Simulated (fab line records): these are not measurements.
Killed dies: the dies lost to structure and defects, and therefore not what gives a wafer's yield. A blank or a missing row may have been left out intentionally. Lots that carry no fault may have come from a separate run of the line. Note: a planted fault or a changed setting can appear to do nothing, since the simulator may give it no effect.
fab line records    flow n5-finfet    part 2 of 2: steps 19 to 25 of 25
[record] lots = 5  wafers = 15  last-day = 17
route steps=1938 shown FIN_SAQP@108
lots untouched by any fault: they come from a run of this same line in which no faults occurred
start-h: hours from the record's first day to the start of the lot's first wafer shown    wait-h: hours since the lot's step before    " same as the row above    L1.1+2: one row covering several wafers at once    - no value, or no start was given    * or withheld: withheld    < > ~ a bound
route shown NAME@n: names a module that has steps shown in the file, with the first one's number in the route    usual: average and standard deviation across the fault-free wafers    same: alike in all rows    chamber/n: place in a boat    sites: each site's reading    _std_site: standard deviation of those values    _edge_site: outer sites' mean less inner sites'    radius-mm: for every site, how far away it sits from the centre of the wafer    mask NAME#n: copy n    behind: the tool/chamber that last shaped the wafer    hold: what put the lot on hold/how long, in hours/how the hold closed    device: whichever transistor did not switch (one of n, p or np)    end of line: the tests these same wafers got at the end of their route    a step without rows: its recipe alone    killed: not the wafer's yield, but the dies lost to structure and defects at the first sort    map: shows each die of a wafer: x if killed, . if not, _ if none is there
set.NAME: the setting as run; set.NAME@STEP: as run at that earlier step    model.NAME: the simulator's own value behind a step, which no gauge read
lots seen at some steps along the route; tables by step, rows by wafer
services: from which hour (start-h, from the record's first day; less than 0 if before it) a tool's chamber was out of use, for how many hours, and why
[[steps]]
[step N5_FIN_SAQP_SPACER1_ETCHBACK_25]
[recipe] chemistry = CHF3/O2  mode = anisotropic-etchback  target = SiO2  target-depth-a = 244  time-s = 12.2  pressure-mtorr = 30  source-w = 650  bias-w = 170  Ar_flow_sccm = 200  CHF3_flow_sccm = 50  O2_flow_sccm = 5  ion-energy-ev = 200
[usual] CHF3_flow_sccm = 50.02/0.13  drypump-motor-current-A = 5.7/0.46  oes_ar_750_au = 0.82/0.095  oes-product-au = 0.82/0.1  rf-vpp-V = 525/10  showerhead-plenum-p-Torr = 2.44/0.077  throttle-valve-pct = 18.79/0.27
lot.wafer  tool         chamber  start-h  wait-h  CHF3_flow_sccm  drypump-motor-current-A  oes_ar_750_au  oes-product-au  rf-hours-counter-h  rf-vpp-V  showerhead-plenum-p-Torr  throttle-valve-pct
L074.3     rie-diel-06  3        23.36    0.4     50.20           5.8                      0.91           0.92            33                  528       2.56                      18.65
L074.4     "            1        "        "       49.83           6.1                      0.87           0.86            46                  522       2.35                      18.76
L074.5     "            0        "        "       50.39           6.2                      0.65           0.68            -                   531       2.27                      18.67
L077.1     rie-diel-02  3        42.13    0.4     50.32           4.9                      0.88           0.89            34                  520       2.46                      18.48
L077.4     "            2        "        "       49.88           5.6                      0.72           0.71            197                 527       2.39                      18.95
L077.5     "            2        "        "       50.04           5.6                      0.72           0.71            -                   527       2.39                      18.93
L093.1     rie-diel-06  1        137.13   0.4     50.07           6.1                      0.81           0.80            91                  522       2.33                      18.83
L093.2     "            0        "        "       50.01           6.1                      0.84           0.86            39                  539       2.54                      18.40
L093.6     "            2        "        "       49.99           5.1                      0.89           0.90            -                   524       2.46                      18.46
L094.1     rie-diel-02  2        143.70   0.4     49.93           5.6                      0.69           0.69            234                 527       2.38                      19.01
L094.4     "            1        "        "       50.06           5.7                      0.68           0.69            244                 533       2.47                      18.88
L094.6     "            0        "        "       49.90           6.5                      0.95           0.97            -                   522       2.38                      19.11
L095.1     rie-diel-02  3        149.60   0.5     50.05           4.9                      0.83           0.83            74                  520       2.45                      18.55
L095.2     "            2        "        "       50.14           5.6                      0.70           0.67            236                 526       2.38                      19.00
L095.3     "            0        "        "       49.76           6.4                      0.94           0.96            14                  521       2.38                      19.11
[step N5_FIN_SAQP_MANDREL1_REMOVE_56]
[recipe] chemistry = HBr/Cl2/O2  bt-time-s = 10  target = a-Si  stop-on = SiNx  endpoint = OES-SiCl  over-etch-frac = 1  icp-w = 600  bias-w = 22  HBr_flow_sccm = 150  Cl2_flow_sccm = 80  O2_flow_sccm = 5  pressure-mtorr = 10
[usual] HBr_flow_sccm = 150.0/0.47  drypump-motor-current-A = 5.8/0.39  oes-product-au = 1.010/0.016  throttle-valve-pct = 36.6/0.32
[same] over-etch-frac = 1
lot.wafer  tool       chamber  start-h  wait-h  HBr_flow_sccm  drypump-motor-current-A  oes-product-au  rf-hours-counter-h  throttle-valve-pct
L074.3     rie-si-04  2        23.44    0.1     150.0          5.7                      0.989           165                 36.7
L074.4     "          1        "        "       150.4          5.7                      1.015           195                 36.4
L074.5     "          0        "        "       149.5          4.9                      1.025           -                   35.9
L077.1     rie-si-02  3        42.22    0.1     150.4          5.7                      1.024           188                 36.8
L077.4     "          2        "        "       149.8          5.8                      1.027           112                 36.9
L077.5     "          1        "        "       149.3          6.0                      1.032           -                   36.7
L093.1     rie-si-04  3        137.22   0.1     150.5          6.2                      1.020           3                   36.3
L093.2     "          0        "        "       149.9          4.9                      1.021           165                 35.9
L093.6     "          2        "        "       149.7          5.7                      0.992           -                   36.8
L094.1     rie-si-04  3        143.79   0.1     150.4          6.3                      1.011           3                   36.3
L094.4     "          3        "        "       150.9          6.2                      1.014           -                   36.3
L094.6     "          0        "        "       150.4          4.9                      1.022           -                   35.9
L095.1     rie-si-06  0        149.69   0.1     150.6          6.2                      0.964           55                  36.2
L095.2     "          1        "        "       149.8          5.5                      0.993           136                 36.9
L095.3     "          3        "        "       150.4          6.0                      0.976           17                  37.1
[step N5_FIN_SAQP_CD_MEAS_27]
[recipe] target-cd-nm = 20  landing-energy-ev = 1000  detector = se-inlens  polarity = line
[usual] cd-nm = 20.29/0.24
lot.wafer  tool       chamber  start-h  wait-h  cd-nm
L074.3     cd-sem-02  0        23.56    0.1     19.99
L074.4     "          0        "        "       20.02
L074.5     "          0        "        "       20.27
L077.1     cd-sem-02  0        42.33    0.1     20.21
L077.4     "          0        "        "       20.11
L077.5     "          0        "        "       20.38
L093.1     cd-sem-02  0        137.33   0.1     20.62
L093.2     "          0        "        "       20.11
L093.6     "          0        "        "       20.44
L094.1     cd-sem-03  0        143.90   0.1     20.47
L094.4     "          0        "        "       20.72
L094.6     "          0        "        "       20.10
L095.1     cd-sem-01  0        149.80   0.1     20.38
L095.2     "          0        "        "       20.26
L095.3     "          0        "        "       20.41
[step N5_FIN_SAQP_ETCH_57]
[recipe] chemistry = CH3F/O2  target = SiNx  mask-material = SiO2  target-depth-a = 325  time-s = 46.4  pressure-mtorr = 30  source-w = 395  bias-w = 73  Ar_flow_sccm = 150  CH3F_flow_sccm = 30  O2_flow_sccm = 20  ion-energy-ev = 120  ends = cleared
[usual] drypump-motor-current-A = 5.7/0.43  etch-rf-on-time-s = 45.9/1  oes_ar_750_au = 0.83/0.09  oes-product-au = 0.71/0.082  rf-vpp-V = 298/6.5  showerhead-plenum-p-Torr = 2.03/0.07  throttle-valve-pct = 16.23/0.29
lot.wafer  tool         chamber  start-h  wait-h  drypump-motor-current-A  etch-rf-on-time-s  oes_ar_750_au  oes-product-au  rf-hours-counter-h  rf-vpp-V  showerhead-plenum-p-Torr  throttle-valve-pct
L074.3     rie-diel-03  2        23.60    0.0     5.5                      46.0               0.73           0.61            238                 287       1.88                      16.79
L074.4     "            2        "        "       5.5                      46.7               0.72           0.60            -                   285       1.88                      16.78
L074.5     "            3        "        "       5.6                      48.2               0.68           0.59            -                   312       2.05                      16.40
L077.1     rie-diel-02  0        42.38    0.0     6.5                      45.8               0.70           0.60            238                 295       1.98                      16.89
L077.4     "            1        "        "       5.7                      45.7               0.71           0.61            206                 303       2.06                      16.32
L077.5     "            2        "        "       5.6                      45.4               0.72           0.61            -                   299       1.98                      16.40
L093.1     rie-diel-06  0        137.38   0.0     6.1                      45.3               0.84           0.74            39                  304       2.12                      15.84
L093.2     "            2        "        "       5.1                      45.8               0.89           0.76            20                  297       2.04                      15.86
L093.6     "            2        "        "       5.1                      46.4               0.90           0.77            -                   298       2.04                      15.87
L094.1     rie-diel-03  1        143.94   0.0     5.7                      45.3               0.95           0.81            7                   289       2.12                      16.05
L094.4     "            3        "        "       5.7                      45.5               0.85           0.74            41                  312       2.04                      16.09
L094.6     "            2        "        "       5.5                      46.7               0.92           0.79            -                   288       2.12                      16.38
L095.1     rie-diel-02  3        149.85   0.0     4.9                      44.7               0.83           0.71            74                  296       2.03                      16.02
L095.2     "            2        "        "       5.6                      46.2               0.69           0.58            236                 299       1.97                      16.48
L095.3     "            1        "        "       5.7                      44.9               0.69           0.58            246                 303       2.05                      16.39
[step N5_FIN_SAQP_ETCH_65]
[recipe] chemistry = CF4  target = SiO2  target-depth-a = 40  ion-energy-ev = 350  time-s = 4.4  pressure-mtorr = 10  icp-w = 800  bias-w = 400  cf4-flow-sccm = 80
[usual] drypump-motor-current-A = 5.96/0.29  oes-product-au = 1.003/0.021  throttle-valve-pct = 21.81/0.21
lot.wafer  tool       chamber  start-h  wait-h  drypump-motor-current-A  oes-product-au  rf-hours-counter-h  throttle-valve-pct
L074.3     rie-si-02  0        23.71    0.1     6.28                     1.005           82                  21.76
L074.4     "          3        "        "       5.73                     1.026           188                 22.06
L074.5     "          0        "        "       6.26                     1.007           -                   21.76
L077.1     rie-si-06  1        42.49    0.1     5.53                     1.012           134                 21.87
L077.4     "          0        "        "       6.24                     0.970           53                  21.42
L077.5     "          0        "        "       6.26                     0.967           -                   21.43
L093.1     rie-si-06  2        137.49   0.1     6.11                     1.006           43                  21.84
L093.2     "          3        "        "       6.02                     1.011           17                  21.95
L093.6     "          0        "        "       6.26                     0.971           -                   21.43
L094.1     rie-si-06  3        144.05   0.1     6.02                     1.000           17                  21.95
L094.4     "          1        "        "       5.50                     1.003           136                 21.88
L094.6     "          0        "        "       6.25                     0.969           -                   21.41
L095.1     rie-si-02  3        149.96   0.1     5.69                     1.034           190                 22.04
L095.2     "          1        "        "       6.03                     1.039           82                  21.97
L095.3     "          2        "        "       5.81                     1.014           114                 21.98
[step N5_FIN_SAQP_MANDREL_ETCH_58]
[recipe] chemistry = HBr/Cl2  target = a-Si  target-depth-a = 450  bt-time-s = 10  stop-on = SiNx  mask-material = SiO2  over-etch-frac = 0.8  time-s = 27  pressure-mtorr = 10  icp-w = 800  bias-w = 75  HBr_flow_sccm = 150  Cl2_flow_sccm = 80  ends = end-point
[usual] HBr_flow_sccm = 150.0/0.48  drypump-motor-current-A = 5.96/0.29  oes-product-au = 0.695/0.014  throttle-valve-pct = 35.5/0.31
[same] over-etch-frac = 0.8
lot.wafer  tool       chamber  start-h  wait-h  HBr_flow_sccm  drypump-motor-current-A  oes-product-au  rf-hours-counter-h  throttle-valve-pct
L074.3     rie-si-02  0        23.74    0.0     150.1          6.27                     0.692           82                  35.5
L074.4     "          3        "        "       150.5          5.73                     0.709           188                 35.7
L074.5     "          0        "        "       149.6          6.24                     0.714           -                   35.4
L077.1     rie-si-06  1        42.52    0.0     150.3          5.56                     0.681           134                 35.8
L077.4     "          0        "        "       150.5          6.23                     0.666           53                  35.0
L077.5     "          0        "        "       149.4          6.23                     0.673           -                   35.0
L093.1     rie-si-06  2        137.52   0.0     150.7          6.11                     0.700           43                  35.4
L093.2     "          3        "        "       150.7          6.04                     0.682           17                  36.0
L093.6     "          0        "        "       150.4          6.25                     0.661           -                   35.1
L094.1     rie-si-06  3        144.09   0.0     150.2          6.03                     0.691           17                  35.9
L094.4     "          1        "        "       150.5          5.52                     0.692           136                 35.8
L094.6     "          0        "        "       149.6          6.26                     0.684           -                   35.0
L095.1     rie-si-02  3        149.99   0.0     150.2          5.75                     0.705           190                 35.7
L095.2     "          1        "        "       149.3          6.05                     0.709           82                  35.6
L095.3     "          2        "        "       150.6          5.80                     0.700           114                 35.8
[step N5_FIN_SAQP_RECESS_63]
[recipe] chemistry = HF/NH3  target = SiO2  target-depth-a = 180  afs-cycles = 3  temp-c = 30  sublimation-temp-c = 180  sublimation-time-s = 60
[usual] drypump-motor-current-A = 5.7/0.6
lot.wafer  tool           chamber  start-h  wait-h  drypump-motor-current-A
L074.3     vapor-etch-01  1        23.94    0.2     6.2
L074.4     "              0        "        "       5.0
L074.5     "              1        "        "       6.2
L077.1     vapor-etch-01  0        42.60    0.1     5.0
L077.4     "              1        "        "       6.2
L077.5     "              0        "        "       5.0
L093.1     vapor-etch-01  0        137.60   0.1     5.0
L093.2     "              1        "        "       6.2
L093.6     "              0        "        "       5.0
L094.1     vapor-etch-01  0        144.17   0.1     5.0
L094.4     "              1        "        "       6.2
L094.6     "              0        "        "       5.0
L095.1     vapor-etch-01  0        150.07   0.1     5.0
L095.2     "              1        "        "       6.2
L095.3     "              0        "        "       5.0
[[services]]
tool             chamber  start-h  hours  kind
arfi-scanner-01  -        -0.53    0.8    repair
rie-diel-03      1        4.90     2.0    repair
arfi-scanner-03  -        7.10     0.3    repair
arfi-scanner-01  -        7.63     3.1    pm
rie-diel-06      -        13.91    0.5    repair
rie-diel-03      0        14.41    13.1   repair
wet-bench-01     -        18.71    2.2    repair
arfi-scanner-03  -        25.02    1.3    pm
arfi-scanner-01  -        28.33    1.3    repair
rie-diel-06      2        52.54    19.3   repair
ald-sin-03       2        59.88    12.8   repair
rie-si-06        2        64.87    7.6    repair
rie-diel-03      -        65.45    0.9    repair
rie-si-04        2        66.32    3.5    repair
ald-sin-03       0        67.24    7.2    repair
vapor-etch-01    -        80.30    8.8    repair
rie-diel-02      -        84.41    2.8    pm
ald-sin-03       0        86.06    2.7    repair
rie-diel-06      1        86.68    6.4    repair
rie-diel-06      3        86.70    63.1   repair
rie-diel-06      2        88.79    6.8    repair
rie-diel-06      -        92.52    4.2    repair
ald-sin-03       1        94.71    3.5    repair
rie-si-06        3        115.79   12.2   repair
